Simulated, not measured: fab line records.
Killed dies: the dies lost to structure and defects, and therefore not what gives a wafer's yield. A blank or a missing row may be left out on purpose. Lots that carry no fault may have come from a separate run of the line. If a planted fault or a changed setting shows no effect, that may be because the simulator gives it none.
Which tool was responsible? | flow nandHarc | 6 lots, 18 wafers sampled, at 5 steps of a route of 1159

== WHAT THE GAUGES READ, wafer by wafer ==
NHARC_END_SORT_01.
lot | measured | on | killedAtArray

== WHICH TOOL RAN EACH LOT (tool, then ch and the chambers of the sampled wafers, then the start) ==
lot  | NHARC_A_CHANNEL_HOLE_D1_ETCH_21 | NHARC_A_CHANNEL_HOLE_D1_ETCH_23 | NHARC_A_CHANNEL_HOLE_D1_ETCH_25 | NHARC_A_CHANNEL_FILL_D1_ETCHBACK_20
L740 | harEtch-02 ch 1, day 9 04:32    | harEtch-02 ch 1, day 9 05:32    | harEtch-02 ch 1, day 9 07:01    | rieDiel-05 ch 2,3, day 10 12:35
L741 | harEtch-02 ch 0,1, day 9 16:16  | harEtch-02 ch 0,1, day 9 17:22  | harEtch-02 ch 0,1, day 9 18:52  | rieDiel-01 ch 0,1,2, day 10 21:39
L743 | harEtch-01 ch 0,1, day 10 09:16 | harEtch-01 ch 0,1, day 10 10:17 | harEtch-01 ch 0,1, day 10 11:46 | rieDiel-01 ch 0,2,3, day 11 15:59
L747 | harEtch-01 ch 0,1, day 11 01:16 | harEtch-01 ch 0,1, day 11 02:16 | harEtch-01 ch 0,1, day 11 03:43 | rieDiel-01 ch 1,2,3, day 12 06:12
L757 | harEtch-02 ch 0,1, day 13 20:27 | harEtch-02 ch 0,1, day 13 21:32 | harEtch-02 ch 0,1, day 13 23:04 | rieDiel-01 ch 0,2,3, day 15 08:26
L758 | harEtch-02 ch 0,1, day 14 04:38 | harEtch-02 ch 0,1, day 14 05:39 | harEtch-02 ch 0,1, day 14 07:07 | rieDiel-10 ch 0,1,2, day 15 11:26
- NHARC_A_CHANNEL_HOLE_D1_ETCH_21: etches the open film in C4F8/O2/Ar, time 514.3 s, target depth 1600 nm.
- NHARC_A_CHANNEL_HOLE_D1_ETCH_23: etches the open film in C4F8/O2/Ar, time 819 s, target depth 1600 nm.
- NHARC_A_CHANNEL_HOLE_D1_ETCH_25: etches the open film in C4F8/O2/Ar, time 1040.2 s, target depth 1500 nm.
- NHARC_A_CHANNEL_FILL_D1_ETCHBACK_20: etches the open film in C4F8/O2/Ar, target depth 27 nm, time 13.5 s.

== THE ANSWER, worked out from the rows above alone ==
Rule: usual is defined by the lots themselves. The widest of any qualifying gaps counts: lots, ordered by their means at a reading, are off when they make up no more than a third of the lots, leave a main group of 4 or more, and stand apart from it by 3 or more times the standard deviation of that group's means. If all means in a main group match to the digits the tables above print for the reading, that group is not used. A lot without any number at a reading at which 4 lots or more have one is off too. Where the step has rows for the other lots, those lots are counted as sound.
Nothing can be told from this: no lot is off at any reading shown.

== WHAT HAD BEEN PUT IN BY THE SIMULATOR ==
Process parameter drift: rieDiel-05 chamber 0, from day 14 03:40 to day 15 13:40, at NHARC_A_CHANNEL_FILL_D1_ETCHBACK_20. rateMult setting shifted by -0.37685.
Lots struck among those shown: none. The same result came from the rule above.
